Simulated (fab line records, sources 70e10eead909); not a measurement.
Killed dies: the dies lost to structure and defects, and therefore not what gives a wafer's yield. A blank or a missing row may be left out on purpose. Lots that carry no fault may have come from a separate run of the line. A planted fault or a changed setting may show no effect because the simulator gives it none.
2 desks, one fault | flow nandHarc | each desk holds nothing but its own numbers, with what lay behind them at the end

## AT THE METROLOGY DESK
What the gauges read, lot by lot, whatever tool the lot ran on: means of the sampled wafers that have a number. Any lot whose mean is over 4 standard deviations away from the usual mean is out of limits and marked OUT; that distance is given in the brackets.
Columns: A = thkNm at NHARC_P_M0_THK_MEAS_24, usual 117.4 nm; B = cdNm at NHARC_P_M1_CD_MEAS_09, usual 129.3 nm
lot  | first seen here | A     | B
L871 | day 6 04:16     | 118.0 | 129.4
L872 | day 6 11:26     | 118.3 | 129.4
L874 | day 7 08:35     | 118.1 | 127.6
L875 | day 8 01:24     | 118.1 | 127.7
L876 | day 8 01:43     | 116.5 | 124.5 (-7.2) OUT
L886 | day 12 11:13    | 116.4 | 130.1
L887 | day 12 17:49    | 117.6 | 128.7
L888 | day 13 02:46    | 117.5 | 128.6
L890 | day 14 07:23    | 119.7 | 129.5
L891 | day 14 12:11    | 117.9 | 129.8
L894 | day 15 14:34    | 117.1 | 130.0
Finding of this desk: L876 out of limits; the first was L876 at day 8 03:17, on cdNm at NHARC_P_M1_CD_MEAS_09. Within limits: L871, L872, L874, L875, L886, L887, L888, L890, L891, L894.

## DESK OF THE TOOL OWNER: lithoTrack-04
The tool's own readings at NHARC_P_M1_PEB_07 (peb time 65 s): means of the sampled wafers that have a number, for each lot that ran on this tool. Any lot whose mean is over 4 standard deviations away from the usual mean is out of limits and marked OUT; that distance is given in the brackets.
Columns: A = heaterPowerTotalW at NHARC_P_M1_PEB_07, usual 156.6 W; B = plateTempC at NHARC_P_M1_PEB_07, usual 99.96 C
lot  | first seen here | A               | B
L871 | day 6 05:37     | 156.4           | 99.86
L874 | day 7 10:07     | 162.2 (+13) OUT | 99.98
L875 | day 8 02:45     | 161.6 (+11) OUT | 99.81
L876 | day 8 03:12     | 166.4 (+22) OUT | 99.88
L886 | day 12 12:41    | 156.8           | 99.81
L890 | day 14 08:52    | 156.6           | 99.94
L891 | day 14 13:40    | 156.5           | 99.99
L894 | day 15 16:02    | 156.6           | 99.94
Finding of this desk: L874, L875, L876 out of limits; the first was L874 at day 7 10:07, on heaterPowerTotalW at NHARC_P_M1_PEB_07. Within limits: L871, L886, L890, L891, L894.

## PUT TOGETHER
An alarm could have come from the tool owner's desk at day 7 10:07, on L874, L875, L876.
An alarm was possible from the metrology desk at day 8 03:17, on L876.
The metrology desk has L874, L875 on record, within its limits.
The lots listed all ran NHARC_P_M1_PEB_07 on lithoTrack-04.

## WHAT THE SIMULATOR HAD PUT IN
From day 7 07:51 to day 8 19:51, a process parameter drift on lithoTrack-04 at NHARC_P_M1_PEB_07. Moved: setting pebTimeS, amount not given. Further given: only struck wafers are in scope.
Shown lots that were struck: L874, L875, L876.
Fault start to first reading out of limits, in hours, per desk: tool owner, 2; metrology, 19.
